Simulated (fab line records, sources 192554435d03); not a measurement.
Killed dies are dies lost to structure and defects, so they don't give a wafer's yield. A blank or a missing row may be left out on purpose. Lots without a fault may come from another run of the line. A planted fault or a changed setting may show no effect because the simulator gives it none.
fab line records | flow n5_finfet
record lots=5 wafers=15 last_day=17
route steps=1938 shown BEOL_M1@822 BEOL_M2@841
lots that met no fault: from a run of the same line without faults
start_h: hours from the record's first day to the start of the lot's first wafer shown | wait_h: hours since the lot's step before | " the same as in the row above | L1.1+2: a row that stands for several wafers | - no value, or no start given | * or withheld: withheld | < > ~ a bound
route shown NAME@n: a module of which the file shows steps, and the number in the route of the first | usual: mean/standard deviation of fault-free wafers | same: alike in all rows | chamber/n: place in a boat | sites: the reading at each site | _std_site: their standard deviation | _edge_site: outer sites' mean less inner sites' | radius_mm: how far each site lies from the wafer's centre | mask NAME#n: copy n | behind: the tool/chamber that last shaped the wafer | hold: why the lot was held/for how many hours/how that ended | device: the transistor (n, p or np) that didn't switch | end of line: the same wafers' tests at the end of the route | a step without rows: its recipe alone | killed: dies lost to structure and defects at the first sort, not the wafer's yield | map: a wafer's dies, x killed, . not, _ none there
set.NAME: the setting as run; set.NAME@STEP: as run at that earlier step | model.NAME: the simulator's own value behind a step, which no gauge read
lots at some steps of the route; a table a step, a row a wafer
services: from which hour (start_h, from the record's first day; less than 0 if before it) a tool's chamber was out of use, for how many hours, and why
## steps
# step N5_BEOL_M1_SPUTTER_88
# recipe material=Cu target_thk_a=45 temp_c=-20 chamber_pressure_pa=0.07 power_w=withheld time_s=8.29
# usual throttle_valve_pct=29.8/1.1
# columns lot.wafer tool chamber start_h wait_h throttle_valve_pct
L078.2 pvd_sputter-02 - 157.32 0.1 29.9
L078.3 " - " " 30.5
L078.4 " - " " 30.0
L081.1 pvd_sputter-02 - 167.09 0.1 30.6
L081.4 " - " " 29.0
L081.5 " - " " 30.1
L089.2 pvd_sputter-02 - 218.81 0.1 29.1
L089.4 " - " " 30.1
L089.6 " - " " 30.0
L094.2 pvd_sputter-02 - 243.58 0.1 30.5
L094.3 " - " " 29.4
L094.6 " - " " 30.3
L096.1 pvd_sputter-03 - 265.13 0.1 27.6
L096.3 " - " " 29.0
L096.6 " - " " 29.1
# step N5_BEOL_M1_ANNEAL_89
# recipe temp_c=400 time_s=240 ambient=vacuum
# usual heater_power_w=817/83
# columns lot.wafer tool chamber start_h wait_h heater_power_w
L078.2 pvd_sputter-02 - 157.40 0.0 858
L078.3 " - " " 735
L078.4 " - " " 642
L081.1 pvd_sputter-02 - 167.17 0.0 712
L081.4 " - " " 817
L081.5 " - " " 649
L089.2 pvd_sputter-02 - 218.89 0.0 860
L089.4 " - " " 649
L089.6 " - " " 655
L094.2 pvd_sputter-02 - 243.66 0.0 748
L094.3 " - " " 851
L094.6 " - " " 634
L096.1 pvd_sputter-03 - 265.21 0.0 703
L096.3 " - " " 812
L096.6 " - " " 892
# step N5_BEOL_M1_SPUTTER_90
# recipe material=Cu target_thk_a=45 temp_c=-20 chamber_pressure_pa=0.07 power_w=withheld time_s=8.29
# usual throttle_valve_pct=29.8/1.1
# columns lot.wafer tool chamber start_h wait_h throttle_valve_pct
L078.2 pvd_sputter-02 - 157.54 0.1 29.9
L078.3 " - " " 30.4
L078.4 " - " " 30.1
L081.1 pvd_sputter-02 - 167.31 0.1 30.4
L081.4 " - " " 29.1
L081.5 " - " " 30.0
L089.2 pvd_sputter-02 - 219.03 0.1 29.0
L089.4 " - " " 30.1
L089.6 " - " " 30.2
L094.2 pvd_sputter-02 - 243.80 0.1 30.3
L094.3 " - " " 29.1
L094.6 " - " " 30.2
L096.1 pvd_sputter-03 - 265.35 0.1 27.4
L096.3 " - " " 29.6
L096.6 " - " " 29.2
# step N5_BEOL_M1_ANNEAL_91
# recipe temp_c=400 time_s=240 ambient=vacuum
# usual heater_power_w=816/85
# columns lot.wafer tool chamber start_h wait_h heater_power_w
L078.2 pvd_sputter-02 - 157.62 0.0 874
L078.3 " - " " 732
L078.4 " - " " 632
L081.1 pvd_sputter-02 - 167.40 0.0 721
L081.4 " - " " 813
L081.5 " - " " 651
L089.2 pvd_sputter-02 - 219.11 0.0 857
L089.4 " - " " 643
L089.6 " - " " 624
L094.2 pvd_sputter-02 - 243.88 0.0 721
L094.3 " - " " 819
L094.6 " - " " 631
L096.1 pvd_sputter-03 - 265.43 0.0 672
L096.3 " - " " 806
L096.6 " - " " 928
# step N5_BEOL_M1_SPUTTER_92
# recipe material=Cu target_thk_a=45 temp_c=-20 chamber_pressure_pa=0.07 power_w=withheld time_s=8.29
# usual throttle_valve_pct=29.8/1.1
# columns lot.wafer tool chamber start_h wait_h throttle_valve_pct
L078.2 pvd_sputter-02 - 157.76 0.1 30.0
L078.3 " - " " 30.7
L078.4 " - " " 30.1
L081.1 pvd_sputter-02 - 167.55 0.1 30.6
L081.4 " - " " 29.5
L081.5 " - " " 30.3
L089.2 pvd_sputter-02 - 219.25 0.1 29.1
L089.4 " - " " 30.2
L089.6 " - " " 30.1
L094.2 pvd_sputter-02 - 244.02 0.1 30.4
L094.3 " - " " 29.2
L094.6 " - " " 30.3
L096.1 pvd_sputter-03 - 265.57 0.1 27.7
L096.3 " - " " 29.4
L096.6 " - " " 29.0
# step N5_BEOL_M1_ANNEAL_93
# recipe temp_c=400 time_s=240 ambient=vacuum
# usual heater_power_w=817/83
# columns lot.wafer tool chamber start_h wait_h heater_power_w
L078.2 pvd_sputter-02 - 157.84 0.0 872
L078.3 " - " " 739
L078.4 " - " " 646
L081.1 pvd_sputter-02 - 167.64 0.0 744
L081.4 " - " " 856
L081.5 " - " " 630
L089.2 pvd_sputter-02 - 219.33 0.0 833
L089.4 " - " " 640
L089.6 " - " " 627
L094.2 pvd_sputter-02 - 244.10 0.0 724
L094.3 " - " " 830
L094.6 " - " " 641
L096.1 pvd_sputter-03 - 265.65 0.0 700
L096.3 " - " " 782
L096.6 " - " " 913
# step N5_BEOL_M1_SPUTTER_94
# recipe material=Cu target_thk_a=45 temp_c=-20 chamber_pressure_pa=0.07 power_w=withheld time_s=8.29
# usual throttle_valve_pct=29.8/1.1
# columns lot.wafer tool chamber start_h wait_h throttle_valve_pct
L078.2 pvd_sputter-02 - 157.98 0.1 29.9
L078.3 " - " " 30.4
L078.4 " - " " 30.5
L081.1 pvd_sputter-02 - 167.79 0.1 30.4
L081.4 " - " " 29.2
L081.5 " - " " 30.3
L089.2 pvd_sputter-02 - 219.47 0.1 29.1
L089.4 " - " " 30.1
L089.6 " - " " 30.1
L094.2 pvd_sputter-02 - 244.24 0.1 30.4
L094.3 " - " " 29.0
L094.6 " - " " 29.8
L096.1 pvd_sputter-03 - 265.79 0.1 27.6
L096.3 " - " " 29.7
L096.6 " - " " 29.2
# step N5_BEOL_M1_ANNEAL_95
# recipe temp_c=400 time_s=240 ambient=vacuum
# usual heater_power_w=817/84
# columns lot.wafer tool chamber start_h wait_h heater_power_w
L078.2 pvd_sputter-02 - 158.06 0.0 882
L078.3 " - " " 727
L078.4 " - " " 633
L081.1 pvd_sputter-02 - 167.87 0.0 747
L081.4 " - " " 837
L081.5 " - " " 634
L089.2 pvd_sputter-02 - 219.55 0.0 842
L089.4 " - " " 638
L089.6 " - " " 642
L094.2 pvd_sputter-02 - 244.32 0.0 742
L094.3 " - " " 845
L094.6 " - " " 631
L096.1 pvd_sputter-03 - 265.87 0.0 691
L096.3 " - " " 773
L096.6 " - " " 888
# step N5_BEOL_M1_SPUTTER_96
# recipe material=Cu target_thk_a=45 temp_c=-20 chamber_pressure_pa=0.07 power_w=withheld time_s=8.29
# usual throttle_valve_pct=29.8/1.1
# columns lot.wafer tool chamber start_h wait_h throttle_valve_pct
L078.2 pvd_sputter-02 - 158.20 0.1 30.0
L078.3 " - " " 30.7
L078.4 " - " " 30.2
L081.1 pvd_sputter-02 - 168.03 0.1 30.5
L081.4 " - " " 29.1
L081.5 " - " " 30.2
L089.2 pvd_sputter-02 - 219.69 0.1 29.2
L089.4 " - " " 30.0
L089.6 " - " " 30.0
L094.2 pvd_sputter-02 - 244.46 0.1 30.4
L094.3 " - " " 29.3
L094.6 " - " " 30.0
L096.1 pvd_sputter-03 - 266.01 0.1 27.7
L096.3 " - " " 29.6
L096.6 " - " " 28.8
# step N5_BEOL_M1_ECD_50
# recipe material=Cu target_thk_a=3000
# columns lot.wafer tool chamber start_h wait_h
L078.2+3+4 ecd_cu-01 1,1,0 158.32 0.1
L081.1+4+5 ecd_cu-02 0 168.15 0.1
L089.2+4+6 ecd_cu-02 1,1,0 219.80 0.1
L094.2+3+6 ecd_cu-02 0 244.58 0.1
L096.1+3+6 ecd_cu-02 1,0,0 266.13 0.1
# step N5_BEOL_M1_ANNEAL_51
# recipe temp_c=225 time_s=90 ambient=N2
# usual wafer_temp_C_max=226.36/0.28
# columns lot.wafer tool chamber start_h wait_h wafer_temp_C_max
L078.2 rtp_anneal-02 0 158.45 0.1 226.31
L078.3 " 0 " " 226.11
L078.4 " 0 " " 226.22
L081.1 rtp_anneal-01 0 168.23 0.1 226.25
L081.4 " 0 " " 227.24
L081.5 " 0 " " 226.45
L089.2 rtp_anneal-02 0 220.20 0.4 226.30
L089.4 " 0 " " 226.45
L089.6 " 0 " " 226.23
L094.2 rtp_anneal-02 0 244.75 0.2 226.20
L094.3 " 0 " " 226.31
L094.6 " 0 " " 226.26
L096.1 rtp_anneal-02 0 266.21 0.1 226.11
L096.3 " 0 " " 226.05
L096.6 " 0 " " 226.72
# step N5_BEOL_M1_CMP_52
# recipe stop_on=SiOC t_overpolish_s=6.8 down_force_psi=1 platen_rpm=50 clearing_platen_down_force_psi=1.5 clearing_platen_rpm=50 post_cmp_clean=cu_alkaline target_thk_nm=40 clearing_platen_pad_velocity_m_s=0.99484 pad_velocity_m_s=0.99484
# usual barrier_field_endpoint_s=24.9/0.56 motor_current_A=6.2/0.4 overpolish_run_s=6.799/0.0091 slurry_filter_dp_kPa=13.51/0.13 time_to_endpoint_s=63.3/2.6
# same t_overpolish_s=6.8
# columns lot.wafer tool chamber start_h wait_h barrier_field_endpoint_s motor_current_A overpolish_run_s slurry_filter_dp_kPa time_to_endpoint_s
L078.2 cmp-04 0 158.70 0.2 24.0 5.4 6.793 13.52 60.6
L078.3 " 1 " " 25.1 6.4 6.801 13.51 66.4
L078.4 " 2 " " 24.9 5.8 6.796 13.49 63.8
L081.1 cmp-04 1 168.53 0.3 25.7 6.4 6.791 13.47 65.4
L081.4 " 2 " " 26.3 5.8 6.793 13.54 64.6
L081.5 " 1 " " 25.1 6.2 6.784 13.60 63.6
L089.2 cmp-02 2 220.50 0.3 25.1 6.7 6.801 13.56 67.9
L089.4 " 3 " " 24.5 5.6 6.809 13.45 64.2
L089.6 " 1 " " 26.3 6.6 6.809 13.30 68.2
L094.2 cmp-02 1 245.30 0.5 25.7 6.9 6.796 13.75 68.2
L094.3 " 2 " " 25.1 6.4 6.786 13.49 65.7
L094.6 " 3 " " 25.4 5.6 6.814 13.53 63.9
L096.3 cmp-04 2 266.54 0.2 24.7 6.0 6.798 13.59 65.5
L096.1 " 3 " " 24.9 6.3 6.801 13.38 63.9
L096.6 " 1 " " 25.4 6.2 6.804 13.45 66.1
# step N5_BEOL_M1_THK_MEAS_53
# recipe thk_meas_gauge=xrf reads=Cu_of_BEOL_M1_ECD_50
# usual M1_THK=40.7/1.7
# columns lot.wafer tool chamber start_h wait_h M1_THK[nm]
L078.2 film_metro-02 - 158.99 - 37.8
L078.3 " - " " 39.4
L078.4 " - " " 39.6
L081.1 film_metro-01 - 168.82 - 38.8
L081.4 " - " " 39.5
L081.5 " - " " 39.1
L089.2 film_metro-02 - 220.76 - 41.7
L089.4 " - " " 40.8
L089.6 " - " " 43.7
L094.2 film_metro-01 - 245.52 - 39.8
L094.3 " - " " 37.6
L094.6 " - " " 39.3
L096.1 film_metro-01 - 266.80 - 43.7
L096.3 " - " " 40.9
L096.6 " - " " 43.5
# step N5_BEOL_M1_PRE_CLEAN_60
# recipe gas=NH3/H2 time_s=15 temp_c=* rf_power_w=300
# usual heater_power_w=81/26
# columns lot.wafer tool chamber start_h wait_h heater_power_w
L078.2 cvd_co-01 0 159.03 0.0 75
L078.3 " 1 " " 89
L078.4 " 0 " " 75
L081.1 cvd_co-01 2 168.86 0.0 100
L081.4 " 2 " " 101
L081.5 " 0 " " 76
L089.2 cvd_co-02 1 220.79 0.0 44
L089.4 " 2 " " 50
L089.6 " 1 " " 42
L094.2 cvd_co-02 0 245.56 0.0 116
L094.3 " 1 " " 42
L094.6 " 1 " " 43
L096.1 cvd_co-01 2 266.84 0.0 101
L096.3 " 1 " " 92
L096.6 " 1 " " 92
# step N5_BEOL_M1_CO_CAP_55
# recipe material=Co target_thk_a=20 temp_c=200 precursor=CCTBA/H2 pressure_torr=30 time_s=102.1
# usual heater_power_w=231/33
# columns lot.wafer tool chamber start_h wait_h heater_power_w
L078.2 cvd_co-01 0 159.07 0.0 224
L078.3 " 1 " " 239
L078.4 " 0 " " 222
L081.1 cvd_co-01 2 168.90 0.0 261
L081.4 " 2 " " 256
L081.5 " 0 " " 229
L089.2 cvd_co-02 1 220.85 0.0 188
L089.4 " 2 " " 190
L089.6 " 1 " " 179
L094.2 cvd_co-02 0 245.62 0.0 275
L094.3 " 1 " " 182
L094.6 " 1 " " 188
L096.1 cvd_co-01 2 266.88 0.0 247
L096.3 " 1 " " 246
L096.6 " 1 " " 247
# step N5_BEOL_M1_PRE_CLEAN_56
# recipe gas=NH3 time_s=15 temp_c=withheld rf_power_w=300
# columns lot.wafer tool chamber start_h wait_h
L078.2+3+4 pecvd-04 1,2,2 159.16 0.1
L081.1+4+5 pecvd-02 1,0,1 168.99 0.1
L089.2+4+6 pecvd-02 0,2,1 220.98 0.1
L094.2+3+6 pecvd-04 1 245.74 0.1
L096.1+3+6 pecvd-01 2,0,2 266.97 0.1
# step N5_BEOL_M1_DEP_57
# recipe material=SiCN target_thk_a=80 temp_c=withheld precursor=3MS/NH3 pressure_torr=3 rf_w=202 time_s=14
# usual showerhead_plenum_p_Torr=3.669/0.018 throttle_valve_pct=9.1/0.67
# columns lot.wafer tool chamber start_h wait_h showerhead_plenum_p_Torr throttle_valve_pct
L078.2 pecvd-04 1 159.18 0.0 3.661 9.1
L078.3 " 2 " " 3.663 8.9
L078.4 " 2 " " 3.666 9.2
L081.1 pecvd-02 1 169.01 0.0 3.688 10.2
L081.4 " 0 " " 3.678 8.5
L081.5 " 1 " " 3.695 10.3
L089.2 pecvd-02 0 221.00 0.0 3.668 8.3
L089.4 " 2 " " 3.655 8.4
L089.6 " 1 " " 3.691 10.2
L094.2 pecvd-04 1 245.78 0.0 3.676 9.1
L094.3 " 1 " " 3.674 9.1
L094.6 " 1 " " 3.670 9.3
L096.1 pecvd-01 2 266.99 0.0 3.642 8.0
L096.3 " 0 " " 3.688 8.9
L096.6 " 2 " " 3.630 8.0
# step N5_BEOL_M1_RS_MEAS_58
# recipe thk_meas_gauge=four-point-probe reads=Co_of_BEOL_M1_CO_CAP_55+Cu_of_BEOL_M1_ECD_50+Co_of_BEOL_M1_CVD_47+TaN_of_BEOL_M1_ALD_84
# usual M1_RS=0.66/0.035
# columns lot.wafer tool chamber start_h wait_h M1_RS[ohm/sq]
L078.2 film_metro-02 - 159.25 0.1 0.72
L078.3 " - " " 0.68
L078.4 " - " " 0.68
L081.1 film_metro-02 - 169.08 0.0 0.69
L081.4 " - " " 0.67
L081.5 " - " " 0.68
L089.2 film_metro-02 - 221.07 0.1 0.64
L089.4 " - " " 0.65
L089.6 " - " " 0.60
L094.2 film_metro-02 - 245.87 0.1 0.67
L094.3 " - " " 0.72
L094.6 " - " " 0.68
L096.1 film_metro-02 - 267.06 0.0 0.60
L096.3 " - " " 0.66
L096.6 " - " " 0.61
# step N5_BEOL_M1_INSPECT_59
# recipe inspect_instrument=darkfield mode=post_dep
# usual raw_defect_count=75/23
# columns lot.wafer tool chamber start_h wait_h raw_defect_count
L078.2 defect_inspect-01 - 159.28 0.0 78
L078.3 " - " " 93
L078.4 " - " " 80
L081.1 defect_inspect-01 - 169.11 0.0 100
L081.4 " - " " 57
L081.5 " - " " 68
L089.2 defect_inspect-01 - 221.10 0.0 124
L089.4 " - " " 78
L089.6 " - " " 84
L094.2 defect_inspect-02 - 245.89 0.0 53
L094.3 " - " " 54
L094.6 " - " " 44
L096.1 defect_inspect-01 - 267.09 0.0 106
L096.3 " - " " 78
L096.6 " - " " 92
# step N5_BEOL_M2_ILD_DEP_00
# recipe material=SiOC target_thk_a=790 temp_c=350 precursor=DEMS/O2 pressure_torr=5 rf_w=500 time_s=15.3
# usual heater_power_w=443/63 showerhead_plenum_p_Torr=5.694/0.022 throttle_valve_pct=12.0/1.2
# columns lot.wafer tool chamber start_h wait_h heater_power_w showerhead_plenum_p_Torr throttle_valve_pct
L078.2 pecvd-03 0 159.31 0.0 382 5.704 13.6
L078.3 " 1 " " 487 5.661 10.9
L078.4 " 0 " " 384 5.701 13.5
L081.1 pecvd-03 1 169.14 0.0 419 5.665 10.9
L081.4 " 1 " " 411 5.660 10.9
L081.5 " 2 " " 431 5.697 11.0
L089.2 pecvd-03 1 221.13 0.0 498 5.663 10.5
L089.4 " 0 " " 317 5.706 13.5
L089.6 " 2 " " 442 5.686 10.9
L094.2 pecvd-01 1 245.93 0.0 534 5.708 13.0
L094.3 " 0 " " 523 5.725 11.7
L094.6 " 2 " " 498 5.675 11.0
L096.1 pecvd-03 1 267.12 0.0 488 5.677 11.0
L096.3 " 0 " " 336 5.705 13.6
L096.6 " 0 " " 336 5.718 13.8
# step N5_BEOL_M2_THK_MEAS_01
# recipe reads=SiOC_of_BEOL_M2_ILD_DEP_00
# usual M2_ILD_THK=79.1/1.3
# columns lot.wafer tool chamber start_h wait_h M2_ILD_THK[nm]
L078.2 film_metro-02 - 159.38 0.1 76.8
L078.3 " - " " 77.6
L078.4 " - " " 77.2
L081.1 film_metro-01 - 169.21 0.0 78.3
L081.4 " - " " 79.6
L081.5 " - " " 79.6
L089.2 film_metro-02 - 221.20 0.1 79.1
L089.4 " - " " 77.3
L089.6 " - " " 79.4
L094.2 film_metro-01 - 246.00 0.1 79.7
L094.3 " - " " 79.3
L094.6 " - " " 79.7
L096.1 film_metro-01 - 267.19 0.0 78.4
L096.3 " - " " 77.5
L096.6 " - " " 78.7
# step N5_BEOL_M2_PECVD_72
# recipe material=SiO2 target_thk_a=160 temp_c=400 precursor=TEOS/O2 pressure_torr=5.5 rf_w=450 teos_flow_sccm=53.8 gas=O2 flow_sccm=3000 time_s=18
# usual heater_power_w=687/94 showerhead_plenum_p_Torr=8.80/0.1 throttle_valve_pct=22.8/2
# columns lot.wafer tool chamber start_h wait_h heater_power_w showerhead_plenum_p_Torr throttle_valve_pct
L078.2 pecvd-02 0 159.42 0.0 654 8.77 20.7
L078.3 " 2 " " 757 8.69 20.8
L078.4 " 0 " " 662 8.79 20.9
L081.1 pecvd-01 1 169.25 0.0 743 8.85 24.2
L081.4 " 0 " " 740 8.95 21.7
L081.5 " 1 " " 773 8.86 24.4
L089.2 pecvd-01 1 221.24 0.0 839 8.84 24.2
L089.4 " 1 " " 822 8.80 24.3
L089.6 " 0 " " 698 8.94 21.8
L094.2 pecvd-03 0 246.03 0.0 520 8.84 25.5
L094.3 " 0 " " 517 8.86 25.2
L094.6 " 2 " " 652 8.72 20.7
L096.1 pecvd-02 2 267.23 0.0 746 8.70 21.1
L096.3 " 0 " " 615 8.80 21.1
L096.6 " 0 " " 626 8.79 21.3
# step N5_BEOL_M2_HM_DEP_02
# recipe material=TiN target_thk_a=200 temp_c=25 chamber_pressure_pa=0.49996
# usual throttle_valve_pct=29.6/1.1
# columns lot.wafer tool chamber start_h wait_h throttle_valve_pct
L078.2 pvd_sputter-01 - 159.93 0.5 30.8
L078.3 " - " " 31.8
L078.4 " - " " 28.0
L081.1 pvd_sputter-03 - 170.00 0.7 30.1
L081.4 " - " " 27.7
L081.5 " - " " 30.0
L089.2 pvd_sputter-03 - 225.28 4.0 29.2
L089.4 " - " " 27.6
L089.6 " - " " 28.9
L094.2 pvd_sputter-01 - 247.14 1.1 30.3
L094.3 " - " " 30.5
L094.6 " - " " 28.3
L096.1 pvd_sputter-02 - 267.71 0.5 29.7
L096.3 " - " " 29.9
L096.6 " - " " 30.0
# step N5_BEOL_M2_COAT_61
# recipe resist=SOC temp_c=250 time_s=60 spin_rpm=1500 resist_thk_nm=60
# columns lot.wafer tool chamber start_h wait_h
L078.2+3+4 litho_track-01 0 160.05 0.1
L081.1+4+5 litho_track-05 0 170.12 0.1
L089.2+4+6 litho_track-01 0 225.41 0.1
L094.2+3+6 litho_track-01 0 247.26 0.1
L096.1+3+6 litho_track-05 0 267.84 0.1
# step N5_BEOL_M2_COAT_62
# recipe resist=SiARC temp_c=220 time_s=60 spin_rpm=1500 resist_thk_nm=12
# columns lot.wafer tool chamber start_h wait_h
L078.2+3+4 litho_track-01 0 - -
L081.1+4+5 litho_track-05 0 - -
L089.2+4+6 litho_track-01 0 - -
L094.2+3+6 litho_track-01 0 - -
L096.1+3+6 litho_track-05 0 - -
# step N5_BEOL_M2_COAT_73
# recipe resist=underlayer temp_c=205 time_s=60 spin_rpm=1500 resist_thk_nm=5
# columns lot.wafer tool chamber start_h wait_h
L078.2+3+4 litho_track-01 0 - -
L081.1+4+5 litho_track-05 0 - -
L089.2+4+6 litho_track-01 0 - -
L094.2+3+6 litho_track-01 0 - -
L096.1+3+6 litho_track-05 0 - -
# step N5_BEOL_M2_COAT_05
# recipe resist=CAR-EUV spin_rpm=1500 resist_thk_nm=30
# columns lot.wafer tool chamber start_h wait_h
L078.2+3+4 litho_track-01 0 - -
L081.1+4+5 litho_track-05 0 - -
L089.2+4+6 litho_track-01 0 - -
L094.2+3+6 litho_track-01 0 - -
L096.1+3+6 litho_track-05 0 - -
# step N5_BEOL_M2_EBR_07
# recipe solvent=PGMEA ebr_width_mm=1.5
# same ebr_width_mm=1.5
# columns lot.wafer tool chamber start_h wait_h
L078.2+3+4 litho_track-01 0 - -
L081.1+4+5 litho_track-05 0 - -
L089.2+4+6 litho_track-01 0 - -
L094.2+3+6 litho_track-01 0 - -
L096.1+3+6 litho_track-05 0 - -
# step N5_BEOL_M2_SOFTBAKE_06
# recipe temp_c=110 time_s=60 resist=CAR-EUV
# columns lot.wafer tool chamber start_h wait_h
L078.2+3+4 litho_track-01 0 - -
L081.1+4+5 litho_track-05 0 - -
L089.2+4+6 litho_track-01 0 - -
L094.2+3+6 litho_track-01 0 - -
L096.1+3+6 litho_track-05 0 - -
# step N5_BEOL_M2_EXPOSE_08
# recipe mask_id=M2 na=0.33 source_shape=dipole sigma_inner=0.369 sigma_outer=0.767 polarization=unpolarized dose_mj=41.25
# usual focus_offset_nm=0.0/0.46
# same na=0.33
# columns lot.wafer tool chamber start_h wait_h mask focus_offset_nm
L078.2 euv_scanner-01 0 160.32 - M2#0 0.5
L078.3 " 0 " " M2#0 -0.3
L078.4 " 0 " " M2#0 0.2
L081.1 euv_scanner-01 0 170.32 - M2#0 0.1
L081.4 " 0 " " M2#0 -0.6
L081.5 " 0 " " M2#0 0.1
L089.2 euv_scanner-01 0 225.56 - M2#0 0.0
L089.4 " 0 " " M2#0 -0.3
L089.6 " 0 " " M2#0 -0.3
L094.2 euv_scanner-02 0 247.53 - M2#0 -0.2
L094.3 " 0 " " M2#0 0.1
L094.6 " 0 " " M2#0 0.2
L096.1 euv_scanner-01 0 267.97 - M2#0 0.1
L096.3 " 0 " " M2#0 0.1
L096.6 " 0 " " M2#0 -0.1
# step N5_BEOL_M2_PEB_09
# recipe peb_temp_c=100 peb_time_s=60 resist=CAR-EUV
# columns lot.wafer tool chamber start_h wait_h
L078.2+3+4 litho_track-05 0 160.38 0.1
L081.1+4+5 litho_track-03 0 170.38 0.1
L089.2+4+6 litho_track-01 0 225.61 0.1
L094.2+3+6 litho_track-05 0 247.59 0.1
L096.1+3+6 litho_track-05 0 268.04 0.1
# step N5_BEOL_M2_DEVELOP_10
# recipe develop_time_s=30 developer=TMAH resist=CAR-EUV rinse_liquid=surfactant_rinse dry=air_spin dev_temp_c=23
# columns lot.wafer tool chamber start_h wait_h
L078.2+3+4 litho_track-05 0 - -
L081.1+4+5 litho_track-03 0 - -
L089.2+4+6 litho_track-01 0 - -
L094.2+3+6 litho_track-05 0 - -
L096.1+3+6 litho_track-05 0 - -
# step N5_BEOL_M2_CD_MEAS_11
# recipe target_cd_nm=16.79 landing_energy_ev=500 detector=se_inlens polarity=opening
# usual cd_nm=16.73/0.22
# columns lot.wafer tool chamber start_h wait_h cd_nm
L078.2 cd_sem-03 0 160.45 - 16.71
L078.3 " 0 " " 16.70
L078.4 " 0 " " 16.96
L081.1 cd_sem-02 0 170.45 - 16.59
L081.4 " 0 " " 16.81
L081.5 " 0 " " 16.93
L089.2 cd_sem-02 0 225.68 - 17.02
L089.4 " 0 " " 16.52
L089.6 " 0 " " 16.87
L094.2 cd_sem-02 0 247.66 - 16.37
L094.3 " 0 " " 17.09
L094.6 " 0 " " 16.72
L096.1 cd_sem-01 0 268.10 - 16.47
L096.3 " 0 " " 16.42
L096.6 " 0 " " 16.85
# step N5_BEOL_M2_OVL_MEAS_12
# recipe points_per_wafer=522
# usual M2_OVL=-0.2/0.7
# columns lot.wafer tool chamber start_h wait_h M2_OVL[nm]
L078.2 overlay-02 0 160.48 0.0 -1.0
L078.3 " 0 " " 0.3
L078.4 " 0 " " -1.3
L081.1 overlay-02 0 170.48 0.0 -0.6
L081.4 " 0 " " -0.6
L081.5 " 0 " " -0.7
L089.2 overlay-01 0 225.72 0.0 -0.1
L089.4 " 0 " " -1.8
L089.6 " 0 " " -0.5
L094.2 overlay-02 0 247.69 0.0 0.4
L094.3 " 0 " " 0.7
L094.6 " 0 " " 0.3
L096.1 overlay-02 0 268.13 0.0 -0.8
L096.3 " 0 " " -0.3
L096.6 " 0 " " -0.5
# step N5_BEOL_M2_INSPECT_13
# recipe mode=adi inspect_instrument=brightfield
# usual raw_defect_count=447/89
# columns lot.wafer tool chamber start_h wait_h raw_defect_count
L078.2 defect_inspect-01 - 160.53 0.0 368
L078.3 " - " " 484
L078.4 " - " " 390
L081.1 defect_inspect-01 - 170.54 0.1 398
L081.4 " - " " 387
L081.5 " - " " 351
L089.2 defect_inspect-01 - 225.77 0.0 381
L089.4 " - " " 417
L089.6 " - " " 372
L094.2 defect_inspect-02 - 247.75 0.0 436
L094.3 " - " " 414
L094.6 " - " " 487
L096.1 defect_inspect-02 - 268.19 0.1 516
L096.3 " - " " 414
L096.6 " - " " 544
# step N5_BEOL_M2_DESCUM_16
# recipe chemistry=O2 time_s=7 source_power_w=50 bias_power_w=20 pressure_mtorr=20 rf_frequency_hz=2.712e+07 temp_c=40 resist=CAR-EUV o2_flow_sccm=225
# usual drypump_motor_current_A=5.6/0.41 oes_product_au=0.78/0.074 rf_vpp_V=242.6/1.2 showerhead_plenum_p_Torr=2.06/0.067 throttle_valve_pct=20.43/0.15
# columns lot.wafer tool chamber start_h wait_h drypump_motor_current_A oes_product_au rf_hours_counter_h rf_vpp_V showerhead_plenum_p_Torr throttle_valve_pct
L078.2 rie_diel-06 1 160.57 0.0 6.2 0.92 31 241.4 2.02 20.42
L078.3 " 3 " " 5.5 0.87 55 242.4 2.04 20.29
L078.4 " 1 " " 6.2 0.92 - 242.9 2.02 20.40
L081.1 rie_diel-06 3 170.60 0.1 5.4 0.86 60 241.8 2.03 20.29
L081.4 " 3 " " 5.5 0.85 - 242.1 2.03 20.27
L081.5 " 1 " " 6.1 0.90 - 243.7 2.02 20.42
L089.2 rie_diel-04 1 225.83 0.1 5.1 0.75 169 241.3 1.98 20.66
L089.4 " 0 " " 6.1 0.71 229 243.8 2.17 20.61
L089.6 " 2 " " 6.0 0.71 - 242.6 2.06 20.41
L094.2 rie_diel-02 2 248.02 0.3 4.8 0.72 205 243.8 2.17 20.47
L094.3 " 3 " " 5.2 0.80 73 241.3 2.02 20.49
L094.6 " 2 " " 4.8 0.72 - 242.5 2.17 20.49
L096.1 rie_diel-06 0 268.23 0.0 5.7 0.91 25 242.7 2.03 20.12
L096.3 " 1 " " 6.2 0.85 71 243.0 2.01 20.48
L096.6 " 0 " " 5.6 0.91 - 243.8 2.03 20.10
## services
# columns tool chamber start_h hours kind
cvd_co-02 - 133.61 14.6 pm
pecvd-04 0 142.65 15.8 repair
euv_scanner-01 - 146.54 1.0 pm
rie_diel-06 2 148.52 29.0 repair
pecvd-02 - 156.71 0.9 repair
pecvd-03 - 174.60 0.8 pm
pecvd-03 - 182.50 5.7 repair
cmp-04 - 184.25 1.1 repair
pecvd-04 1 186.97 5.1 repair
pecvd-01 0 193.17 7.0 repair
cvd_co-01 - 195.01 0.2 repair
cmp-04 - 198.19 22.5 repair
euv_scanner-01 - 202.69 1.0 pm
pecvd-03 2 209.27 11.5 repair
pecvd-03 1 212.26 4.4 repair
cvd_co-02 0 214.70 22.8 repair
euv_scanner-01 - 215.04 4.6 pm
pecvd-04 - 216.52 1.1 repair
pecvd-04 0 230.12 17.9 repair
cmp-04 - 231.92 0.6 repair
cvd_co-02 2 232.10 17.3 repair
ecd_cu-02 - 238.70 1.3 repair
pecvd-03 1 244.59 14.5 repair
euv_scanner-01 - 258.84 1.0 pm
## key
fault none
